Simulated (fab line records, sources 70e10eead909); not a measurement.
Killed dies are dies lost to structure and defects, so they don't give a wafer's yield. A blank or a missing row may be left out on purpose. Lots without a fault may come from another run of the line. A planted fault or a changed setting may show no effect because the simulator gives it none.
Chamber matching | flow nand_harc | NHARC_A_M0_DEP_32 on pecvd-03: 3 sister chambers
The step deposits SiCN, target thk 30 nm. 6 wafers are shown with their chamber, then 7 later ones without.

WAFERS WITH THEIR CHAMBER
wafer  | chamber | heater_power_w (W) | susceptor_temp_C (C)
L075.5 | 0       | 587                | 370.29
L083.3 | 0       | 723                | 369.98
L082.3 | 1       | 653                | 369.87
L082.5 | 2       | 547                | 370.19
L088.1 | 1       | 618                | 369.63
L088.2 | 2       | 542                | 370.39

WAFERS WITHOUT THEIR CHAMBER
wafer  | heater_power_w (W) | susceptor_temp_C (C)
L088.4 | 552                | 369.91
L087.3 | 669                | 370.20
L087.4 | 667                | 369.52
L087.5 | 676                | 370.39
L093.3 | 693                | 369.97
L093.5 | 492                | 369.56
L093.6 | 698                | 370.08

WHICH CHAMBER EACH WENT THROUGH
wafer  | from the rows above          | in truth
L088.4 | can't be placed: 1 or 2 or 0 | 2
L087.3 | can't be placed: 0 or 2      | 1
L087.4 | 1                            | 1
L087.5 | can't be placed: 0 or 2      | 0
L093.3 | can't be placed: 0 or 1      | 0
L093.5 | can't be placed: 1 or 2 or 0 | 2
L093.6 | can't be placed: 0 or 1      | 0
Placed correctly: 1 of 7. Can't be placed from these rows: 6 (the true chamber is among the candidates in 5). Placed wrongly: 0.
How it was worked out, from the rows above alone: a wafer's distance from a chamber is the root of the sum, over the readings, of the square of ((its reading less the chamber's mean) divided by the reading's scatter). The wafer belongs to the nearest chamber; if the next one is less than 2 further off, it can't be placed. A chamber's mean is the mean of its shown wafers. The scatter: the root of (the sum of the squares of (reading less its chamber's mean) over the shown wafers, divided by (wafers less chambers)).
